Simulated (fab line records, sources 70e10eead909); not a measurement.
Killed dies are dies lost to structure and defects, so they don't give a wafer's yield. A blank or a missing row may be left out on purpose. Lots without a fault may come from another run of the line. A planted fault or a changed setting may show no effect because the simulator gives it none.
A struck lot beside a sound one | flow nand_harc | 15 steps out of a route of 1302
Sound: wafers L665.1, L665.2, L665.5. Struck: wafers L681.2, L681.4, L681.5. The cause comes at the end.
At each step with rows: each side's tool, then ch and its chambers, then its first start. Under that, the readings that differ: sound wafers | struck wafers | difference of the means | sigmas: that difference in standard deviations of wafers without a fault.
alike: readings whose means differ by less than 2 such deviations, and words and numbers that are the same on both sides. not compared: withheld readings, readings that some wafer has no value for, bounds like >300 that may hide the same value, and numbers for which the record gives no deviation and whose values overlap.
The two part at a step that has a row with sigmas, a row that says differs or no value, or rows on one side only. Numbers that don't overlap but have no deviation are shown without sigmas and don't part them. A reading that every wafer of one side lacks parts them only if that side has two wafers or more.

first, 1 step without rows for these wafers: NHARC_A_CONTACT_ETCH_75 (etches the open film in CF4, target depth 39 nm, time 65 s).
NHARC_A_CONTACT_ETCH_76: etches the open film in N2/H2, target depth 260 nm, time 475.3 s.
  sound on rie_diel-12 ch 1,2,3; struck on rie_diel-12 ch 1,2
  alike: bias_w, chamber_pressure_mTorr, drypump_motor_current_A, n2_flow_sccm, oes_product_au, rf_vpp_V, showerhead_plenum_p_Torr, throttle_valve_pct
  not compared: rf_hours_counter_h
then, 1 step without rows for these wafers: NHARC_A_CONTACT_ETCH_77 (etches the open film in CF4/CHF3, target depth 108.9 nm, time 54.5 s).
NHARC_A_CONTACT_ETCH_78: etches the open film in O2/COS, target depth 5300 nm, time 1378 s.
  sound on rie_diel-12 ch 1,2,3; struck on rie_diel-12 ch 0,3
  alike: bias_w, chamber_pressure_mTorr, drypump_motor_current_A, oes_product_au, rf_vpp_V, showerhead_plenum_p_Torr, throttle_valve_pct
  not compared: rf_hours_counter_h
then, 1 step without rows for these wafers: NHARC_A_CONTACT_ETCH_124 (etches the open film in C4F8/O2/Ar, time 140 s, target depth 700 nm).
NHARC_A_CONTACT_ETCH_125: etches the open film in C4F8/O2/Ar, time 197 s, target depth 1918 nm.
  sound on har_cap_etch-02 ch 0,1, day 25 15:44; struck on har_cap_etch-02 ch 0,1, day 30 08:56
  alike: chamber_pressure_mTorr, oes_air_line_au
  not compared: rf_hours_counter_h
then, 1 step without rows for these wafers: NHARC_A_CONTACT_ETCH_126 (etches the open film in C4F8/O2/Ar, time 197 s, target depth 1918 nm).
NHARC_A_CONTACT_ETCH_127: etches the open film in C4F8/O2/Ar, time 197 s, target depth 1918 nm.
  sound on har_cap_etch-02 ch 0,1, day 25 16:05; struck on har_cap_etch-02 ch 0,1, day 30 09:18
  alike: chamber_pressure_mTorr, oes_air_line_au
  not compared: rf_hours_counter_h
then, 1 step without rows for these wafers: NHARC_A_CONTACT_ETCH_128 (etches the open film in C4F8/O2/Ar, time 197 s, target depth 1918 nm).
NHARC_A_CONTACT_ETCH_129: etches the open film in C4F8/O2/Ar, time 197 s, target depth 1918 nm.
  sound on har_cap_etch-02 ch 0,1, day 25 16:26; struck on har_cap_etch-02 ch 0,1, day 30 09:39
  alike: chamber_pressure_mTorr, oes_air_line_au
  not compared: rf_hours_counter_h
then, 2 steps without rows for these wafers: NHARC_A_CONTACT_ETCH_130 (etches the open film in C4F8/O2/Ar, time 197 s, target depth 1918 nm); NHARC_A_CONTACT_ETCH_131 (etches the open film in C4F8/O2/Ar, time 197 s, target depth 1918 nm).
NHARC_A_CONTACT_ETCH_132: etches the open film in C4F8/O2/Ar, time 197 s, target depth 1924 nm.
  sound on har_cap_etch-02 ch 0,1, day 25 16:58; struck on har_cap_etch-02 ch 0,1, day 30 10:11
  no value came back on the struck wafers for chamber_pressure_mTorr (mTorr), oes_air_line_au (a.u.), time_s (s); on the sound wafers chamber_pressure_mTorr (mTorr) reads 20.006 19.997 19.990
  not compared: rf_hours_counter_h
then, 1 step without rows for these wafers: NHARC_A_CONTACT_ETCH_133 (etches the open film in C4F8/O2/Ar, time 374 s, target depth 1610 nm).
-- the record jumps here: 3 days lie between the struck wafers' starts before and after (it left off in module A_CONTACT and takes up again in module END, whose first step shown is number 1302 of the route) --
NHARC_END_SORT_01:
  the record has rows for the struck wafers here (prober-01 ch 0, day 33 04:17) and none for the sound ones

WHERE THEY PART
First at NHARC_A_CONTACT_ETCH_132; last, within this record, at NHARC_END_SORT_01.

WHY: what the simulator had put in
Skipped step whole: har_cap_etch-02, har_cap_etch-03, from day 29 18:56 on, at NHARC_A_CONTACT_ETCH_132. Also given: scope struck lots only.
